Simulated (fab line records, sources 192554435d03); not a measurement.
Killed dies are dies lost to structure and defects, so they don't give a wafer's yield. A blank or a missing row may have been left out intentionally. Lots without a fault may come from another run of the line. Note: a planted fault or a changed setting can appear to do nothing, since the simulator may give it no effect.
Struck lot and sound lot, side by side :: flow n5Finfet :: 38 out of 1938 route steps
Sound: these wafers, L328.1, L328.5, L328.6. Struck: wafer L321.3. (L321.1, L321.6 of the same lot were not struck and are left out.) The cause comes at the end.
Per side, at each step with rows, come the tool, then ch with its chambers, and then its first start. Under that, the readings that differ: sound wafers :: struck wafers :: difference of the means :: sigmas: that difference in standard deviations of wafers without a fault.
alike: words and numbers the same on both sides, and readings whose means are apart by under 2 such deviations; not compared: readings that were withheld, readings missing a value for some wafer, numbers with overlapping values and no deviation given by the record, and bounds like >300 which may hide the same value.
A row with sigmas, a row that says differs or no value, or rows on one side alone: a step with any of these is where the two part. Non-overlapping numbers with no deviation appear without sigmas and do not part them. Lack of a reading on every wafer of one side parts them only where that side has two or more wafers.

first, 9 steps without rows for these wafers: N5_BEOL_M4_ANNEAL_95 (time 240 s); N5_BEOL_M4_SPUTTER_96 (material Cu, target thk 4.5 nm, time 8.29 s); N5_BEOL_M4_ECD_50 (material Cu, target thk 300 nm); N5_BEOL_M4_ANNEAL_51 (time 90 s); N5_BEOL_M4_CMP_52 (polishes, stops on SiOC, t overpolish 6.8 s, target thk 40 nm); N5_BEOL_M4_PRE_CLEAN_60 (time 15 s); N5_BEOL_M4_CO_CAP_55 (material Co, precursor CCTBA/H2, target thk 2 nm, time 102.1 s); N5_BEOL_M4_PRE_CLEAN_56 (time 15 s); N5_BEOL_M4_DEP_57 (deposits SiCN from 3MS/NH3, target thk 8 nm, time 14 s).
N5_BEOL_M4_RC_MEAS_101:
  sound on prober-02 ch 0, day 13 23:53; struck on prober-01 ch 0, day 11 16:34
reading: SS_P (mV/dec)
sound: 72.6 72.5 71.8
struck: 73.6
difference: +1.3
sigmas: +2
  alike: DIBL_N, DIBL_P, IOFF_N, IOFF_P, ION_N, ION_P, SS_N, VT_N, VT_P
then, 24 steps without rows for these wafers: N5_BEOL_M5_ILD_DEP_00 (deposits SiCOH lowk from DEMS/porogen, target thk 140.64 nm, time 25.9 s); N5_BEOL_M5_CURE_79 (cures SiCOH lowk, time 240 s); N5_BEOL_M5_PECVD_70 (deposits SiO2 from TEOS/O2, target thk 16 nm, time 18 s); N5_BEOL_M5_HM_DEP_02 (deposits TiN, target thk 20 nm); N5_BEOL_M5_COAT_59 (time 60 s, resist thk 60 nm); N5_BEOL_M5_COAT_60 (time 60 s, resist thk 12 nm); N5_BEOL_M5_COAT_71 (time 60 s, resist thk 5 nm); N5_BEOL_M5_COAT_05 (resist thk 30 nm); N5_BEOL_M5_EBR_07; N5_BEOL_M5_SOFTBAKE_06 (time 60 s); N5_BEOL_M5_EXPOSE_08 (exposes mask M5, target cd 28 nm); N5_BEOL_M5_PEB_09 (peb time 60 s); N5_BEOL_M5_DEVELOP_10 (develop time 30 s); N5_BEOL_M5_DESCUM_16 (chemistry O2, time 7 s); N5_BEOL_M5_ETCH_72 (etches underlayer in N2/H2, target depth 6.5 nm, time 5.2 s); N5_BEOL_M5_ETCH_61 (etches SiARC in CF4, target depth 15.6 nm, time 26 s); N5_BEOL_M5_ETCH_62 (etches SOC in N2/H2, target depth 75 nm, overetch 15 nm, time 112.5 s); N5_BEOL_M5_STRIP_63 (strips in N2/H2); N5_BEOL_M5_STRIP_73 (strips in N2/H2); N5_BEOL_M5_STRIP_64 (strips in CF4); N5_BEOL_M5_HM_OPEN_17 (chemistry Cl2/BCl3, target TiN, target depth 20 nm, overetch 6 nm); N5_BEOL_M5_STRIP_19 (strips in O2); N5_BEOL_M5_COAT_65 (time 60 s, resist thk 60 nm); N5_BEOL_M5_COAT_66 (time 60 s, resist thk 12 nm).
-- the record jumps here: 2 days lie between the struck wafers' starts before and after (it left off in module BEOL_M5 and takes up again in module BEOL_M10, whose first step shown is number 1530 of the route) --
N5_BEOL_M10_CMP_52: polishes, stops on SiCOH lowk, t overpolish 7 s, target thk 140 nm.
  sound on cmp-03 ch 2,3, day 16 15:52; struck on cmp-03 ch 3, day 14 01:20
reading: barrierFieldEndpointS (s)
sound: 28.5 27.5 29.6
struck: 47.0
difference: +18.5
sigmas: +24

reading: overpolishRunS (s)
sound: 6.992 7.010 6.992
struck: 0.046
difference: -6.952
sigmas: -99 or more

reading: timeToEndpointS (s)
sound: 68.1 66.7 69.1
struck: 86.5
difference: +18.5
sigmas: +6
  alike: motorCurrentA
N5_BEOL_M10_THK_MEAS_53: measures by xrf.
  sound on filmMetro-01, day 16 16:10; struck on filmMetro-01, day 14 01:38
reading: M10_THK (nm)
sound: 139 138 142
struck: 251
difference: +111
sigmas: +33
N5_BEOL_M10_INSPECT_58: inspects for defects (darkfield).
  sound on defectInspect-02, day 16 16:19; struck on defectInspect-02, day 14 01:47
reading: rawDefectCount
sound: 64 72 77
struck: 2208
difference: +2137
sigmas: +99 or more
N5_PASSIVATION_PROBE_49:
  sound on prober-01, day 18 13:55; struck on prober-02, day 16 00:50
reading: defectLimitedYield (%)
sound: 91.6 90.8 92.2
struck: 0
difference: -92
sigmas: -61

reading: killed_at_M4_up
sound: 5 10 24
struck: 1081
difference: +1068
sigmas: +99 or more

reading: killedDies
sound: 99 108 92
struck: 1180
difference: +1080
sigmas: +60

reading: killedOnRim
sound: 21 11 16
struck: 152
difference: +136
sigmas: +32

reading: sortNPass
sound: 1081 1072 1088
struck: 0
difference: -1080
sigmas: -60

reading: sortYieldPct (%)
sound: 91.6 90.8 92.2
struck: 0
difference: -92
sigmas: -61
  alike: killed_at_M0_to_M3, killedAtContacts, killedAtFrontEnd, killedAtOther, killedOpen, killedShort, sort_bin_5_function, sort_bin_6_memory

## WHERE THEY PART
First at N5_BEOL_M4_RC_MEAS_101; last, within this record, at N5_PASSIVATION_PROBE_49.

WHY: what had been put in by the simulator
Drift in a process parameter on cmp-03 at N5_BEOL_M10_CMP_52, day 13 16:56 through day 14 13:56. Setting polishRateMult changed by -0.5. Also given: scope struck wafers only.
